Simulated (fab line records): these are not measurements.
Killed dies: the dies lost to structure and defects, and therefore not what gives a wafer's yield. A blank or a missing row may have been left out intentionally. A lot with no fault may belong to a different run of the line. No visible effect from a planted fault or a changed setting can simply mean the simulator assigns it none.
Struck lot and sound lot, side by side	flow n5Finfet	39 steps out of a route of 1938
Sound: wafers L441.1, L441.3, L441.4. Wafers L432.2, L432.3, L432.4 were the ones struck. The cause comes at the end.
At each step with rows: each side's tool, then ch and its chambers, then its first start. Under that, the readings that differ: sound wafers	struck wafers	difference of the means	sigmas: that difference in standard deviations of wafers without a fault.
alike: readings whose means differ by less than 2 such deviations, and words and numbers that are the same on both sides. not compared: withheld readings, readings that some wafer has no value for, bounds like >300 that may hide the same value, and numbers for which the record gives no deviation and whose values overlap.
The two part at a step that has a row with sigmas, a row that says differs or no value, or rows on one side only. Numbers that have no deviation but don't overlap get no sigmas and don't part them. A reading that every wafer of one side lacks parts them only if that side has two wafers or more.

first, 10 steps without rows for these wafers: N5_DUMMY_REMOVAL_HM_STRIP_01 (strips SiNx in CH3F/O2, stops on poly-Si, target depth 4 nm, time 6.8 s); N5_DUMMY_REMOVAL_STRIP_10 (strips in N2/H2, time 40 s); N5_DUMMY_REMOVAL_PRECLEAN_07 (cleans in dHF, time 30 s); N5_DUMMY_REMOVAL_DUMMY_REMOVE_02 (chemistry TMAH, target poly-Si, stops on SiO2, target depth 142 nm, time 57 s, rinse time 30 s); N5_DUMMY_REMOVAL_PRECLEAN_08 (cleans in NF3:NH3, afs cycles 2, time 20 s, sublimation time 60 s); N5_DUMMY_REMOVAL_PRECLEAN_04 (cleans in DHF, time 37 s); N5_DUMMY_REMOVAL_SRD_05 (time 30 s); N5_HKMG_FIN_IL_REGROW_00 (material SiO2, chemistry O3, target thk 0.75 nm, time 30 s); N5_HKMG_FIN_HK_ALD_01 (deposits HfO2, target thk 1.6 nm, pulse time 3 s, purge time 3 s); N5_HKMG_FIN_HK_ANNEAL_02 (time 30 s).
N5_HKMG_FIN_ALD_74: deposits La2O3, target thk 0.5 nm, pulse time 6 s, co reactant pulse time 1 s.
  sound on aldHk-01 ch 0,1,2, day 8 10:52; struck on aldHk-01 ch 0,1,3, day 6 02:19
  no value came back on the struck wafers for any of 6 readings (coReactantPulseTimeS (s), coReactantPurgeTimeS (s) and others); on the sound wafers coReactantPulseTimeS (s) reads 1 1 1
then, 26 steps without rows for these wafers: N5_HKMG_FIN_ALD_75 (deposits Al2O3, target thk 1 nm, co reactant pulse time 1 s); N5_HKMG_FIN_COAT_41 (time 60 s, resist thk 300 nm); N5_HKMG_FIN_COAT_42 (time 60 s, resist thk 35 nm); N5_HKMG_FIN_COAT_43 (resist thk 90 nm); N5_HKMG_FIN_EBR_45; N5_HKMG_FIN_SOFTBAKE_44 (time 60 s); N5_HKMG_FIN_EXPOSE_46 (exposes mask NDIPOLE); N5_HKMG_FIN_PEB_47 (peb time 60 s); N5_HKMG_FIN_DEVELOP_48 (develop time 30 s); N5_HKMG_FIN_DESCUM_53 (chemistry O2, time 7.9 s); N5_HKMG_FIN_ETCH_54 (etches SiARC in CF4, target depth 45.5 nm, time 75.8 s); N5_HKMG_FIN_ETCH_55 (etches SOC in N2/H2, target depth 240 nm, time 300 s); N5_HKMG_FIN_STRIP_56 (strips in N2/H2); N5_HKMG_FIN_STRIP_57 (strips in CF4); N5_HKMG_FIN_ETCH_58 (etches SOC in N2/H2, target depth 215.8 nm, time 741 s); N5_HKMG_FIN_STRIP_93 (strips SOC in N2/H2, time 20 s); N5_HKMG_FIN_WET_ETCH_76 (etches Al2O3 in dNH4OH, stops on La2O3, target depth 2.25 nm, rinse time 30 s); N5_HKMG_FIN_STRIP_60 (strips in N2/H2, time 360 s); N5_HKMG_FIN_WET_ETCH_77 (etches La2O3 in dHCl, stops on HfO2, target depth 2 nm); N5_HKMG_FIN_WET_ETCH_78 (etches Al2O3 in dNH4OH, stops on La2O3, target depth 4.5 nm, rinse time 30 s); N5_HKMG_FIN_ALD_79 (deposits TiN, target thk 1.5 nm, pulse time 1 s, purge time 3 s); N5_HKMG_FIN_CVD_62 (deposits a-Si from Si2H6, target thk 3 nm, time 20.8 s); N5_HKMG_FIN_RTA_80 (time 2 s); N5_HKMG_FIN_PRECLEAN_64 (cleans in dHF, time 30 s); N5_HKMG_FIN_WET_ETCH_65 (etches a-Si in TMAH, stops on TiN, time 49 s, target depth 3 nm); N5_HKMG_FIN_WET_ETCH_81 (etches TiN in SC1, stops on HfO2, time 57 s, target depth 6 nm).
-- a jump in the record: the struck wafers' starts before and after are 5 days apart (it breaks off in module HKMG_FIN and resumes in module BEOL_M4, where the first step shown is number 1111 of the route) --
N5_BEOL_M4_RC_MEAS_101:
  sound on prober-02 ch 0, day 12 22:58; struck on prober-01 ch 0, day 10 21:52
reading	sound	struck	difference	sigmas
IOFF_P (nA/um)	0.18 0.21 0.21	62.68 48.17 54.74	+55.00	+99 or more
IOFF_P_85C (nA/um)	3.2 3.7 3.5	439.7 351.6 395.6	+392.2	+99 or more
IOFF_P_LIN (nA/um)	0.091 0.102 0.100	28.180 23.738 25.512	+25.712	+99 or more
IOFF_P_LONG (nA/um)	0.000108 0.000121 0.000116	0.024302 0.02509 0.024615	+0.024554	+99 or more
ION_P (uA/um)	457 467 465	670 676 667	+208	+24
VT_N_LVT (mV)	97 92 95	244 249 248	+152	+40
VT_P (mV)	-247 -249 -251	-91 -93 -94	+156	+42
VT_P_LONG (mV)	-275 -272 -273	-118 -118 -119	+155	+50
  alike: DIBL_N, DIBL_P, IOFF_N, ION_N, SS_N, SS_P, VT_N
-- the record jumps here: 4 days lie between the struck wafers' starts before and after (it left off in module BEOL_M4 and takes up again in module PASSIVATION, whose first step shown is number 1936 of the route) --
N5_PASSIVATION_PROBE_49:
  rows exist in the record for the struck wafers here (prober-02, day 15 04:22), but not for the sound ones

== WHERE THEY PART ==
First at N5_HKMG_FIN_ALD_74; last, within this record, at N5_PASSIVATION_PROBE_49.

WHY: the cause the simulator had injected
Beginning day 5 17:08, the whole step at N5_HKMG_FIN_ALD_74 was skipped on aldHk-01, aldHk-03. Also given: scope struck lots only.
